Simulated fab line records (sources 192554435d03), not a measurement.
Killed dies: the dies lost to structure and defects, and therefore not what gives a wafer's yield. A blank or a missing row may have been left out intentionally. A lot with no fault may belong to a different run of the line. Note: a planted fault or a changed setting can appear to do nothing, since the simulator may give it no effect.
fab line records	flow n5-finfet	part 1 of 2: steps 1 to 23 of 34
record lots=5	wafers=15	last-day=21
route steps=1938 shown BEOL_M9@1444 BEOL_M10@1470
lots that met no fault: from a run of the same line without faults
start-h: hours from the record's opening day to when the first of the lot's shown wafers began	wait-h: hours from the lot's prior step to this one	" repeats the value in the row above	L1.1+2: one row covering several wafers at once	- no value present, or no start provided	* or withheld: withheld	< > ~ a bound
route shown NAME@n: NAME is a module with steps in the file, n the number in the route of the first one	usual: mean/standard deviation taken from wafers without a fault	same: alike in all rows	chamber/n: place in a boat	sites: the reading at each site	_std_site: how widely they spread, as a standard deviation	_edge_site: inner sites' mean taken away from outer sites' mean	radius-mm: how far each site lies from the wafer's centre	mask NAME#n: copy n	behind: tool/chamber where the wafer was last shaped	hold: why the lot was held/for how many hours/how that ended	device: the transistor (n, p or np) that didn't switch	end of line: the route-end tests of the same wafers	for a step that has no rows: nothing shown but its recipe	killed: dies lost to structure and defects at the first sort, not the wafer's yield	map: a wafer's dies, x killed, . not, _ none there
set.NAME: the run value of the setting; set.NAME@STEP: its run value at that earlier step	model.NAME: the simulator's own value behind a step, which no gauge read
lots seen at some steps along the route; tables by step, rows by wafer
services: when a tool's chamber went out of use (start-h, in hours from the record's first day, below 0 if earlier), for how many hours, and the reason
## steps
# step N5_BEOL_M9_STRIP_73
# recipe chemistry=C4F6/O2	resist=SiARC	rf-frequency-hz=6e+07
lot.wafer	tool	chamber	start-h	wait-h
L076.1+3+4	rie-diel-02	1,3,2	314.35	0.0
L074.1+2+6	rie-diel-02	1,0,2	318.73	0.0
L080.1+3+6	rie-diel-03	2,1,0	348.83	0.0
L094.2+5+6	rie-diel-02	2,1,0	427.06	0.0
L097.1+4+5	rie-diel-02	3,0,0	447.57	0.0
# step N5_BEOL_M9_STRIP_36
# recipe chemistry=N2/H2	power-w=450	temp-c=40	pressure-mtorr=20	rf-frequency-hz=6e+07	overash-fraction=0.3	bias-power-w=7	h2-frac=0.5	n2-flow-sccm=200	h2-flow-sccm=200
# usual drypump-motor-current-A=5.6/0.38	oes-product-au=0.78/0.086	rf-vpp-V=59.2/1.5	showerhead-plenum-p-Torr=2.54/0.11	throttle-valve-pct=23.5/0.35
lot.wafer	tool	chamber	start-h	wait-h	drypump-motor-current-A	oes-product-au	rf-hours-counter-h	rf-vpp-V	showerhead-plenum-p-Torr	throttle-valve-pct
L076.1	rie-diel-02	1	314.36	0.0	4.9	0.75	188	58.8	2.51	24.1
L076.3	"	3	"	"	5.4	0.79	78	59.1	2.67	23.4
L076.4	"	2	"	"	5.9	0.67	225	58.9	2.42	23.9
L074.1	rie-diel-02	1	318.74	0.0	4.8	0.74	189	61.1	2.51	24.1
L074.2	"	0	"	"	5.8	0.81	114	59.5	2.43	23.5
L074.6	"	2	"	"	5.9	0.67	-	56.4	2.42	23.8
L080.1	rie-diel-03	2	348.84	0.0	6.0	0.67	246	56.3	2.40	23.5
L080.3	"	1	"	"	5.9	0.93	17	60.1	2.60	23.3
L080.6	"	0	"	"	5.2	0.85	-	59.9	2.47	23.3
L094.2	rie-diel-02	2	427.07	0.0	5.8	0.93	9	59.0	2.73	23.8
L094.5	"	1	"	"	4.9	0.72	-	56.9	2.50	24.1
L094.6	"	0	"	"	5.8	0.74	-	58.4	2.41	23.5
L097.1	rie-diel-02	3	447.58	0.0	5.4	0.74	129	57.7	2.65	23.4
L097.4	"	0	"	"	5.8	0.76	161	60.4	2.41	23.5
L097.5	"	0	"	"	5.8	0.74	-	56.3	2.41	23.5
# step N5_BEOL_M9_TRENCH_ETCH_37
# recipe chemistry=C4F6/O2	target-depth-a=1514.3	target=SiCOH_lowk	time-s=49	ion-energy-ev=250	pressure-mtorr=30	source-w=345	bias-w=185	Ar_flow_sccm=300	C4F6_flow_sccm=10	O2_flow_sccm=10
# usual drypump-motor-current-A=5.6/0.38	mfc-ar-sccm=299.9/0.85	oes-product-au=0.78/0.088	rf-vpp-V=666/18	showerhead-plenum-p-Torr=2.87/0.1	throttle-valve-pct=21.0/0.38
lot.wafer	tool	chamber	start-h	wait-h	drypump-motor-current-A	mfc-ar-sccm	oes-product-au	rf-hours-counter-h	rf-vpp-V	showerhead-plenum-p-Torr	throttle-valve-pct
L076.1	rie-diel-02	1	-	-	4.8	298.2	0.74	188	652	2.88	21.5
L076.3	"	3	"	"	5.4	298.9	0.79	78	667	2.99	20.6
L076.4	"	2	"	"	5.8	300.0	0.68	225	688	2.71	21.3
L074.1	rie-diel-02	1	-	-	4.8	300.3	0.74	189	652	2.88	21.5
L074.2	"	0	"	"	5.8	300.8	0.81	114	656	2.79	21.2
L074.6	"	2	"	"	5.8	298.8	0.68	-	689	2.71	21.3
L080.1	rie-diel-03	2	-	-	6.0	299.4	0.68	246	665	2.68	20.6
L080.3	"	1	"	"	5.9	298.7	0.95	17	672	2.90	20.5
L080.6	"	0	"	"	5.2	300.0	0.88	-	618	2.78	20.9
L094.2	rie-diel-02	2	-	-	5.8	299.4	0.94	9	700	3.04	21.1
L094.5	"	1	"	"	4.8	300.6	0.72	-	650	2.86	21.5
L094.6	"	0	"	"	5.8	299.3	0.75	-	654	2.77	21.3
L097.1	rie-diel-02	3	-	-	5.4	299.8	0.75	129	666	2.97	20.7
L097.4	"	0	"	"	5.8	299.0	0.74	161	654	2.77	21.3
L097.5	"	0	"	"	5.8	300.5	0.74	-	654	2.77	21.3
# step N5_BEOL_M9_ETCH_41
# recipe chemistry=CH3F/O2	target=SiCN	target-depth-a=366	taper-deg=2	time-s=70.1	ion-energy-ev=120	mask-material=TiN	pressure-mtorr=30	source-w=395	bias-w=75	Ar_flow_sccm=150	CH3F_flow_sccm=30	O2_flow_sccm=20
# usual drypump-motor-current-A=5.6/0.38	mfc-ar-sccm=150.0/0.49	oes-product-au=0.78/0.087	rf-vpp-V=297.4/1.9	showerhead-plenum-p-Torr=2.01/0.077	throttle-valve-pct=16.4/0.34
lot.wafer	tool	chamber	start-h	wait-h	drypump-motor-current-A	mfc-ar-sccm	oes-product-au	rf-hours-counter-h	rf-vpp-V	showerhead-plenum-p-Torr	throttle-valve-pct
L076.1	rie-diel-02	1	-	-	4.8	150.8	0.75	188	296.9	2.02	16.8
L076.3	"	3	"	"	5.4	150.2	0.81	78	299.5	2.11	16.0
L076.4	"	2	"	"	5.8	150.3	0.68	225	295.3	1.90	16.8
L074.1	rie-diel-02	1	-	-	4.8	149.7	0.74	189	296.7	2.02	16.8
L074.2	"	0	"	"	5.8	149.4	0.80	114	295.9	1.95	16.5
L074.6	"	2	"	"	5.8	149.4	0.69	-	297.0	1.90	16.8
L080.1	rie-diel-03	2	-	-	6.0	150.1	0.67	246	293.7	1.88	16.1
L080.3	"	1	"	"	5.9	150.1	0.95	17	299.2	2.04	15.9
L080.6	"	0	"	"	5.2	149.5	0.86	-	296.6	1.95	16.3
L094.2	rie-diel-02	2	-	-	5.9	149.7	0.93	9	300.5	2.14	16.4
L094.5	"	1	"	"	4.8	150.1	0.71	-	296.7	2.01	16.8
L094.6	"	0	"	"	5.8	150.5	0.74	-	295.1	1.94	16.6
L097.1	rie-diel-02	3	-	-	5.4	149.3	0.75	129	301.0	2.09	16.1
L097.4	"	0	"	"	5.8	149.8	0.74	161	297.0	1.93	16.6
L097.5	"	0	"	"	5.8	150.0	0.75	-	295.3	1.93	16.6
# step N5_BEOL_M9_STRIP_80
# recipe chemistry=N2/H2	time-s=10	power-w=450	temp-c=40	pressure-mtorr=20	rf-frequency-hz=6e+07	bias-power-w=7	n2-flow-sccm=200	h2-flow-sccm=200
# usual drypump-motor-current-A=5.6/0.38	oes-product-au=0.78/0.086	rf-vpp-V=59.3/0.92	showerhead-plenum-p-Torr=2.54/0.11	throttle-valve-pct=23.5/0.35
lot.wafer	tool	chamber	start-h	wait-h	drypump-motor-current-A	oes-product-au	rf-hours-counter-h	rf-vpp-V	showerhead-plenum-p-Torr	throttle-valve-pct
L076.1	rie-diel-02	1	-	-	4.9	0.75	188	58.9	2.52	24.0
L076.3	"	3	"	"	5.4	0.80	78	58.3	2.67	23.4
L076.4	"	2	"	"	5.9	0.68	225	58.8	2.42	23.8
L074.1	rie-diel-02	1	-	-	4.8	0.74	189	59.0	2.51	24.1
L074.2	"	0	"	"	5.8	0.79	114	59.4	2.43	23.5
L074.6	"	2	"	"	5.8	0.68	-	58.4	2.42	23.9
L080.1	rie-diel-03	2	-	-	6.0	0.67	246	59.5	2.40	23.5
L080.3	"	1	"	"	5.9	0.92	17	59.6	2.60	23.3
L080.6	"	0	"	"	5.3	0.86	-	57.4	2.47	23.4
L094.2	rie-diel-02	2	-	-	5.8	0.95	9	60.3	2.73	23.8
L094.5	"	1	"	"	4.8	0.71	-	59.4	2.50	24.1
L094.6	"	0	"	"	5.8	0.75	-	59.4	2.41	23.5
L097.1	rie-diel-02	3	-	-	5.4	0.74	129	60.7	2.65	23.5
L097.4	"	0	"	"	5.8	0.75	161	56.9	2.41	23.5
L097.5	"	0	"	"	5.8	0.74	-	59.7	2.41	23.5
# step N5_BEOL_M9_OCD_MEAS_38
# usual trench-depth-nm=151/3.2
lot.wafer	tool	chamber	start-h	wait-h	trench-depth-nm
L076.1	ocd-02	-	314.57	-	151
L076.3	"	-	"	"	149
L076.4	"	-	"	"	146
L074.1	ocd-02	-	318.95	-	152
L074.2	"	-	"	"	158
L074.6	"	-	"	"	148
L080.1	ocd-02	-	349.05	-	151
L080.3	"	-	"	"	153
L080.6	"	-	"	"	160
L094.2	ocd-02	-	427.28	-	148
L094.5	"	-	"	"	150
L094.6	"	-	"	"	152
L097.1	ocd-02	-	447.80	-	148
L097.4	"	-	"	"	151
L097.5	"	-	"	"	151
# step N5_BEOL_M9_HM_STRIP_39
# recipe chemistry=peroxide-tin-strip	material=TiN	target-depth-a=250	temp-c=50	time-s=158
lot.wafer	tool	chamber	start-h	wait-h
L076.1+3+4	wet-bench-02	6,1,7	314.60	0.0
L074.1+2+6	wet-bench-05	2,3,6	318.98	0.0
L080.1+3+6	wet-bench-03	5,3,2	349.09	0.0
L094.2+5+6	wet-bench-03	2,1,0	427.31	0.0
L097.1+4+5	wet-bench-05	1,2,6	447.84	0.0
# step N5_BEOL_M9_SRD_40
# recipe time-s=30	temp-c=23	rinse-liquid=diw	dry=ipa-marangoni
lot.wafer	tool	chamber	start-h	wait-h
L076.1+3+4	wet-bench-02	6,1,7	314.65	0.0
L074.1+2+6	wet-bench-05	2,3,6	319.03	0.0
L080.1+3+6	wet-bench-03	5,3,2	349.14	0.0
L094.2+5+6	wet-bench-03	2,1,0	427.36	0.0
L097.1+4+5	wet-bench-05	1,2,6	447.89	0.0
# step N5_BEOL_M9_PRECLEAN_42
# recipe chemistry=residue-remover	time-s=60	temp-c=40
lot.wafer	tool	chamber	start-h	wait-h
L076.1+3+4	wet-bench-02	6,1,7	314.67	0.0
L074.1+2+6	wet-bench-05	2,3,6	319.05	0.0
L080.1+3+6	wet-bench-03	5,3,2	349.16	0.0
L094.2+5+6	wet-bench-03	2,1,0	427.38	0.0
L097.1+4+5	wet-bench-05	1,2,6	447.90	0.0
# step N5_BEOL_M9_SRD_43
# recipe time-s=30	temp-c=23	rinse-liquid=diw	dry=ipa-marangoni
lot.wafer	tool	chamber	start-h	wait-h
L076.1+3+4	wet-bench-02	6,1,7	314.68	0.0
L074.1+2+6	wet-bench-05	2,3,6	319.06	0.0
L080.1+3+6	wet-bench-03	5,3,2	349.17	0.0
L094.2+5+6	wet-bench-03	2,1,0	427.39	0.0
L097.1+4+5	wet-bench-05	1,2,6	447.92	0.0
# step N5_BEOL_M9_CD_MEAS_35
# recipe target-cd-nm=70	target-cd-y-nm=40	polarity=opening
# usual cd-nm=69.9/0.88
lot.wafer	tool	chamber	start-h	wait-h	cd-nm
L076.1	cd-sem-02	-	314.72	0.0	69.1
L076.3	"	-	"	"	69.2
L076.4	"	-	"	"	68.9
L074.1	cd-sem-03	-	319.10	0.0	70.1
L074.2	"	-	"	"	70.6
L074.6	"	-	"	"	70.6
L080.1	cd-sem-02	-	349.22	0.0	71.0
L080.3	"	-	"	"	69.9
L080.6	"	-	"	"	69.6
L094.2	cd-sem-02	-	427.44	0.0	69.3
L094.5	"	-	"	"	70.7
L094.6	"	-	"	"	69.5
L097.1	cd-sem-03	-	447.96	0.0	68.5
L097.4	"	-	"	"	70.5
L097.5	"	-	"	"	69.4
# step N5_BEOL_M9_CURE_72
# recipe temp-c=370	time-s=120	ambient=DMADMS/He	material=SiCOH_lowk
# usual lamp-power-pct=52.32/0.053	wafer_temp_C_max=371.5/0.52
lot.wafer	tool	chamber	start-h	wait-h	lamp-power-pct	wafer_temp_C_max
L076.1	uv-cure-02	1	314.76	0.0	52.29	372.6
L076.3	"	1	"	"	52.34	372.3
L076.4	"	1	"	"	52.28	371.5
L074.1	uv-cure-02	0	319.15	0.0	52.25	371.6
L074.2	"	0	"	"	52.45	371.3
L074.6	"	0	"	"	52.27	371.4
L080.1	uv-cure-01	0	349.26	0.0	52.38	371.1
L080.3	"	0	"	"	52.34	371.1
L080.6	"	0	"	"	52.23	371.2
L094.2	uv-cure-01	2	427.58	0.1	52.27	371.2
L094.5	"	2	"	"	52.33	371.1
L094.6	"	2	"	"	52.28	371.6
L097.1	uv-cure-03	0	448.00	0.0	52.33	372.0
L097.4	"	0	"	"	52.37	372.0
L097.5	"	0	"	"	52.33	371.9
# step N5_BEOL_M9_DEGAS_44
# recipe ambient=vacuum	temp-c=250	time-s=60
# usual heater-power-w=331/45
lot.wafer	tool	chamber	start-h	wait-h	heater-power-w
L076.1	pvd-sputter-03	-	316.02	1.2	347
L076.3	"	-	"	"	315
L076.4	"	-	"	"	397
L074.1	pvd-sputter-03	-	321.39	2.2	304
L074.2	"	-	"	"	342
L074.6	"	-	"	"	389
L080.1	pvd-sputter-01	-	350.22	0.9	313
L080.3	"	-	"	"	300
L080.6	"	-	"	"	313
L094.2	pvd-sputter-02	-	428.37	0.7	409
L094.5	"	-	"	"	270
L094.6	"	-	"	"	313
L097.1	pvd-sputter-01	-	448.48	0.4	305
L097.4	"	-	"	"	400
L097.5	"	-	"	"	405
# step N5_BEOL_M9_PRE_CLEAN_45
# recipe gas=H2/He	time-s=30	temp-c=250
# usual heater-power-w=331/46
lot.wafer	tool	chamber	start-h	wait-h	heater-power-w
L076.1	pvd-sputter-03	-	316.06	0.0	349
L076.3	"	-	"	"	315
L076.4	"	-	"	"	394
L074.1	pvd-sputter-03	-	321.43	0.0	307
L074.2	"	-	"	"	357
L074.6	"	-	"	"	397
L080.1	pvd-sputter-01	-	350.26	0.0	311
L080.3	"	-	"	"	304
L080.6	"	-	"	"	312
L094.2	pvd-sputter-02	-	428.41	0.0	416
L094.5	"	-	"	"	272
L094.6	"	-	"	"	313
L097.1	pvd-sputter-01	-	448.52	0.0	299
L097.4	"	-	"	"	408
L097.5	"	-	"	"	397
# step N5_BEOL_M9_ALD_74
# recipe material=TaN	target-thk-a=20	temp-c=275	ald-precursor-family=PDMAT	ald-co-reactant=NH3	pressure-torr=3	carrier-flow-sccm=1500	pulse-time-s=2	purge-time-s=3	co-reactant-purge-time-s=2	co-reactant-pulse-time-s=3	ald-cycles=40	precursor-vessel-temp-c=75	precursor-vessel-pressure-torr=26.25	precursor-vessel-carrier-sccm=1000
# usual heater-power-w=441/47
# same ald-cycles=40	co-reactant-pulse-time-s=3
lot.wafer	tool	chamber	start-h	wait-h	heater-power-w
L076.1	ald-metal-03	2	316.12	0.0	391
L076.3	"	1	"	"	373
L076.4	"	0	"	"	460
L074.1	ald-metal-04	2	321.52	0.1	464
L074.2	"	0	"	"	511
L074.6	"	3	"	"	477
L080.1	ald-metal-03	3	350.32	0.0	458
L080.3	"	2	"	"	386
L080.6	"	3	"	"	462
L094.2	ald-metal-03	1	428.48	0.0	367
L094.5	"	0	"	"	452
L094.6	"	3	"	"	463
L097.1	ald-metal-04	3	448.58	0.0	477
L097.4	"	0	"	"	506
L097.5	"	1	"	"	411
# step N5_BEOL_M9_SURFACE_TREAT_79
# recipe gas=Ar	time-s=*	ion-energy-ev=*	ion-current-ma-cm2=0.5	pressure-mtorr=*	ar-flow-sccm=30
# usual throttle-valve-pct=*
lot.wafer	tool	chamber	start-h	wait-h	throttle-valve-pct
L076.1	pvd-sputter-03	-	316.46	0.2	*
L076.3	"	-	"	"	*
L076.4	"	-	"	"	*
L074.1	pvd-sputter-02	-	322.17	0.5	*
L074.2	"	-	"	"	*
L074.6	"	-	"	"	*
L080.1	pvd-sputter-02	-	350.63	0.2	*
L080.3	"	-	"	"	*
L080.6	"	-	"	"	*
L094.2	pvd-sputter-03	-	428.79	0.2	*
L094.5	"	-	"	"	*
L094.6	"	-	"	"	*
L097.1	pvd-sputter-01	-	449.18	0.5	*
L097.4	"	-	"	"	*
L097.5	"	-	"	"	*
# step N5_BEOL_M9_CVD_78
# recipe material=Co	target-thk-a=20	temp-c=withheld	precursor=CCTBA/H2	pressure-torr=30	time-s=138.9
lot.wafer	tool	chamber	start-h	wait-h
L076.1+3+4	cvd-co-01	0,1,0	316.52	0.0
L074.1+2+6	cvd-co-01	0,1,0	322.35	0.2
L080.1+3+6	cvd-co-01	0	350.70	0.1
L094.2+5+6	cvd-co-02	1,2,1	428.92	0.1
L097.1+4+5	cvd-co-01	0,0,1	449.25	0.0
# step N5_BEOL_M9_SPUTTER_48
# recipe material=Cu	target-thk-a=120	temp-c=-20	bias-v=60	power-w=26000	chamber-pressure-pa=0.13	time-s=2
# usual throttle-valve-pct=30.1/1.2
lot.wafer	tool	chamber	start-h	wait-h	throttle-valve-pct
L076.1	pvd-sputter-03	-	316.65	0.1	30.1
L076.3	"	-	"	"	28.9
L076.4	"	-	"	"	32.0
L074.1	pvd-sputter-02	-	322.51	0.1	29.0
L074.2	"	-	"	"	30.5
L074.6	"	-	"	"	30.3
L080.1	pvd-sputter-02	-	350.89	0.1	30.4
L080.3	"	-	"	"	30.7
L080.6	"	-	"	"	30.2
L094.2	pvd-sputter-03	-	429.06	0.1	31.9
L094.5	"	-	"	"	29.0
L094.6	"	-	"	"	29.8
L097.1	pvd-sputter-01	-	449.42	0.1	31.5
L097.4	"	-	"	"	28.9
L097.5	"	-	"	"	31.9
# step N5_BEOL_M9_ECD_50
# recipe material=Cu	target-thk-a=3180
lot.wafer	tool	chamber	start-h	wait-h
L076.1+3+4	ecd-cu-01	0,0,1	316.77	0.1
L074.1+2+6	ecd-cu-01	1,0,1	322.62	0.1
L080.1+3+6	ecd-cu-01	0,1,0	351.00	0.1
L094.2+5+6	ecd-cu-01	1,1,0	429.18	0.1
L097.1+4+5	ecd-cu-01	0,1,1	449.54	0.1
# step N5_BEOL_M9_ANNEAL_51
# recipe temp-c=225	time-s=90	ambient=N2
# usual wafer_temp_C_max=225.85/0.23
lot.wafer	tool	chamber	start-h	wait-h	wafer_temp_C_max
L076.1	rtp-anneal-02	0	317.01	0.2	225.62
L076.3	"	0	"	"	225.74
L076.4	"	0	"	"	225.86
L074.1	rtp-anneal-01	0	322.89	0.2	225.92
L074.2	"	0	"	"	226.24
L074.6	"	0	"	"	225.98
L080.1	rtp-anneal-02	0	351.48	0.5	225.89
L080.3	"	0	"	"	225.60
L080.6	"	0	"	"	225.82
L094.2	rtp-anneal-01	0	429.91	0.7	225.89
L094.5	"	0	"	"	225.76
L094.6	"	0	"	"	225.72
L097.1	rtp-anneal-01	0	449.65	0.1	225.90
L097.4	"	0	"	"	225.62
L097.5	"	0	"	"	225.72
# step N5_BEOL_M9_CMP_52
# recipe stop-on=SiCOH_lowk	t-overpolish-s=7	down-force-psi=1	platen-rpm=50	clearing-platen-down-force-psi=1.5	clearing-platen-rpm=50	post-cmp-clean=cu-alkaline	target-thk-nm=140	clearing-platen-pad-velocity-m-s=0.99484	pad-velocity-m-s=0.99484
# usual barrier-field-endpoint-s=28.6/0.81	motor-current-A=5.7/0.67	overpolish-run-s=7.001/0.0088	time-to-endpoint-s=64/4
lot.wafer	tool	chamber	start-h	wait-h	barrier-field-endpoint-s	motor-current-A	overpolish-run-s	time-to-endpoint-s
L076.3	cmp-03	2	317.34	0.2	27.6	5.7	6.999	61
L076.1	"	3	"	"	28.6	6.9	7.004	64
L076.4	"	0	"	"	28.3	7.1	6.998	60
L074.2	cmp-03	2	323.19	0.2	27.8	6.0	7.004	58
L074.1	"	3	"	"	27.9	6.8	6.999	60
L074.6	"	2	"	"	28.8	5.9	6.995	63
L080.1	cmp-02	2	351.82	0.3	28.5	4.7	6.986	61
L080.3	"	0	"	"	29.1	5.1	7.011	65
L080.6	"	1	"	"	27.4	5.1	6.999	59
L094.2	cmp-03	2	430.27	0.3	27.8	5.8	7.008	60
L094.5	"	3	"	"	29.0	6.6	6.997	65
L094.6	"	0	"	"	27.2	6.7	7.003	58
L097.1	cmp-03	2	449.98	0.3	27.3	5.5	6.988	63
L097.4	"	0	"	"	27.5	6.5	7.007	62
L097.5	"	2	"	"	29.1	5.9	7.004	66
# step N5_BEOL_M9_THK_MEAS_53
# recipe thk-meas-gauge=xrf	reads=Cu_of_BEOL_M9_ECD_50
# usual M9_THK=135/3.2
lot.wafer	tool	chamber	start-h	wait-h	M9_THK[nm]
L076.1	film-metro-01	-	317.60	-	135
L076.3	"	-	"	"	133
L076.4	"	-	"	"	131
L074.1	film-metro-01	-	323.48	-	137
L074.2	"	-	"	"	141
L074.6	"	-	"	"	132
L080.1	film-metro-01	-	352.08	-	133
L080.3	"	-	"	"	137
L080.6	"	-	"	"	142
L094.2	film-metro-02	-	430.45	-	132
L094.5	"	-	"	"	133
L094.6	"	-	"	"	135
L097.1	film-metro-02	-	450.24	-	134
L097.4	"	-	"	"	137
L097.5	"	-	"	"	137
# step N5_BEOL_M9_PRE_CLEAN_55
# recipe gas=NH3	time-s=15	temp-c=withheld	rf-power-w=300
lot.wafer	tool	chamber	start-h	wait-h
L076.1+3+4	pecvd-02	2,0,0	317.64	0.0
L074.1+2+6	pecvd-03	2,1,1	323.52	0.0
L080.1+3+6	pecvd-04	2,1,2	352.11	0.0
L094.2+5+6	pecvd-02	2,2,0	430.49	0.0
L097.1+4+5	pecvd-04	1,1,0	450.27	0.0
